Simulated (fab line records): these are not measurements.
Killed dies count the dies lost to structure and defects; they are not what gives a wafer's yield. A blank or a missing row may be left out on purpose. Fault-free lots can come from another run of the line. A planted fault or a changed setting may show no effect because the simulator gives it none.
Code-filled problem report in 8D (eight disciplines) form :: flow nand-harc :: the parts of the form that need people (team, actions taken, sign-off) are left out

== 1. WHAT WENT WRONG ==
Mean of raw-defect-count at NHARC_A_ONON_D2_INSPECT_32: 1644 across 6 wafers in 2 lots; on wafers with no fault it is 395 (standard deviation 160). That puts it +7.8 standard deviations away from the usual mean.
Seen first at day 15 08:57 on defect-inspect-02, wafer L479.1. Wafers with a number at this step in the record: 39, from 13 lots. By rule, "out" or "out of limits" means more than 4 standard deviations away from the usual mean. Any other wafer with a number is counted as sound.

== 2. WHAT IT IS AND WHAT IT IS NOT ==
question: which readings at this step
is: raw-defect-count
is not: -

question: which lots
is: L479, L481
is not: L476, L477, L482, L485, L487, L488, L489, L491, L492, L494, L495

question: which wafers of those lots
is: all that have a number
is not: -

question: read on which gauges
is: defect-inspect-02
is not: defect-inspect-01

question: when
is: from day 15 08:57
is not: up to then (6 sound wafers); but 27 sound wafers of L482, L485, L487, L488, L489, L491, L492, L494, L495 came after

== 3. WHAT RULES OUT EACH SUSPECT ==
Counting: a tool stays on the suspect list if, at a process step up to the reading, it processed all lots that are out and no sound lot following the first of them.
- the gauge at NHARC_A_ONON_D2_INSPECT_32: kept. All the wafers that are out were read on defect-inspect-02, and no step on other tools shows them out.
- pecvd-onon-04 at NHARC_A_ONON_D2_DEP_28 (target thk 1000 nm): ruled out as a lasting fault. Following L479 (day 15 07:54), the first lot on it that is out, the sound lots L489 were run on it.
After counting, what remains is defect-inspect-02 at NHARC_A_ONON_D2_INSPECT_32.

== 4. THE CAUSE (what the simulator had put in) ==
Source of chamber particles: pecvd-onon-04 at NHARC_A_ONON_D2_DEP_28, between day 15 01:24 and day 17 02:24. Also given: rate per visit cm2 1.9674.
It was ruled out by counting, in error; the rule expects a fault to strike all lots run on its tool from its start on, and this fault did not.

== 5. SEQUENCE OF EFFECTS, ordered by route ==
Each row: a reading where the mean over the struck wafers with a number is more than 3 standard deviations away from the usual. Scope: only readings with a usual standard deviation given in the record; hours: median across lots of the time from each lot's start at the first step in this table that gives one to its start at this step; sigmas: change in usual standard deviations.
hours: 0
step: NHARC_A_ONON_D2_INSPECT_32
reading: raw-defect-count
usual: 395
on struck wafers: 1644
change: +1250
sigmas: +7.8
Later measuring or inspecting steps at which every struck wafer that the step has a row for has a number for every such reading, and none has moved that far: NHARC_END_SORT_01.

== 6. WHAT WOULD HAVE CAUGHT IT SOONER ==
8 hours passed between the start of the fault at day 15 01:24 and the first reading out of limits at a measuring or inspecting step in this record, taken at day 15 08:57.
No tool reading at NHARC_A_ONON_D2_DEP_28 that has a usual standard deviation in the record was out on any struck wafer, so an alarm limit of 4 standard deviations on those readings would not have fired.
